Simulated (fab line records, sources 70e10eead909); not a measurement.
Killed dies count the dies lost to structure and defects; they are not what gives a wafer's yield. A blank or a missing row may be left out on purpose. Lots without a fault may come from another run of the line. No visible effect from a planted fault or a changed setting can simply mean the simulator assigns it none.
Chamber matching + flow nandHarc + NHARC_P_M1_STRIP_18 on rieDiel-11 has 4 sister chambers
The step strips in N2/H2. 18 wafers are shown with their chamber, then 9 later ones without.

WAFERS, EACH WITH ITS CHAMBER
| wafer  | chamber | drypumpMotorCurrentA (A) | oesProductAu (a.u.) | rfVppV (V) |
|--------|---------|--------------------------|---------------------|------------|
| L076.1 | 1       | 6.7                      | 0.997               | 91.1       |
| L076.2 | 2       | 5.9                      | 1.001               | 91.0       |
| L076.4 | 0       | 5.4                      | 1.003               | 90.4       |
| L075.1 | 3       | 5.5                      | 0.998               | 92.7       |
| L075.2 | 0       | 5.4                      | 1.007               | 91.1       |
| L075.5 | 2       | 5.9                      | 1.014               | 91.3       |
| L077.1 | 2       | 5.9                      | 1.005               | 91.2       |
| L077.2 | 1       | 6.7                      | 0.982               | 92.0       |
| L077.4 | 1       | 6.7                      | 0.982               | 89.9       |
| L081.4 | 3       | 5.4                      | 0.994               | 91.5       |
| L081.5 | 1       | 6.7                      | 0.996               | 91.5       |
| L081.6 | 2       | 5.9                      | 1.010               | 90.1       |
| L085.2 | 1       | 6.7                      | 0.987               | 90.8       |
| L085.3 | 0       | 5.4                      | 1.006               | 89.2       |
| L085.6 | 3       | 5.4                      | 1.000               | 90.6       |
| L087.4 | 1       | 6.7                      | 0.999               | 90.4       |
| L087.5 | 0       | 5.4                      | 1.018               | 89.6       |
| L087.6 | 3       | 5.4                      | 1.005               | 91.1       |

SIGNATURES (averages over the wafers above)
| reading              | chamber 0 | chamber 1 | chamber 2 | chamber 3 | scatter within a chamber |
|----------------------|-----------|-----------|-----------|-----------|--------------------------|
| drypumpMotorCurrentA | 5.400     | 6.700     | 5.900     | 5.425     | 0.0231                   |
| oesProductAu         | 1.00850   | 0.99050   | 1.00750   | 0.99925   | 0.00649                  |
| rfVppV               | 90.075    | 90.950    | 90.900    | 91.475    | 0.77                     |
Rule: for a wafer and a chamber, the distance is found by dividing, reading by reading, the gap between the wafer's reading and the chamber's mean by the reading's scatter, squaring, summing and taking the root. If the next closest chamber is less than 2 further off than the closest, the wafer can't be placed; otherwise it belongs to the closest. The scatter: the root of (the sum of the squares of (reading less its chamber's mean) over the shown wafers, divided by (wafers less chambers)).

WAFERS WITHOUT THEIR CHAMBER
| wafer  | drypumpMotorCurrentA (A) | oesProductAu (a.u.) | rfVppV (V) |
|--------|--------------------------|---------------------|------------|
| L093.2 | 5.9                      | 0.999               | 91.7       |
| L093.3 | 5.5                      | 0.979               | 90.2       |
| L093.6 | 5.9                      | 1.002               | 91.8       |
| L094.1 | 6.0                      | 1.001               | 90.1       |
| L094.3 | 6.7                      | 0.991               | 90.6       |
| L094.4 | 5.4                      | 0.996               | 90.6       |
| L096.2 | 5.4                      | 0.999               | 89.3       |
| L096.4 | 5.9                      | 1.006               | 90.2       |
| L096.6 | 6.7                      | 0.986               | 90.2       |

WHICH CHAMBER EACH ONE RAN IN
| wafer  | from the rows above     | in truth |
|--------|-------------------------|----------|
| L093.2 | 2                       | 2        |
| L093.3 | can't be placed: 3 or 0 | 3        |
| L093.6 | 2                       | 2        |
| L094.1 | 2                       | 2        |
| L094.3 | 1                       | 1        |
| L094.4 | can't be placed: 3 or 0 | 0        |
| L096.2 | can't be placed: 0 or 3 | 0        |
| L096.4 | 2                       | 2        |
| L096.6 | 1                       | 1        |
Correctly placed: 6 of 9. Can't be placed from these rows: 3 (the true chamber is among the candidates in 3). Number placed wrongly: 0.
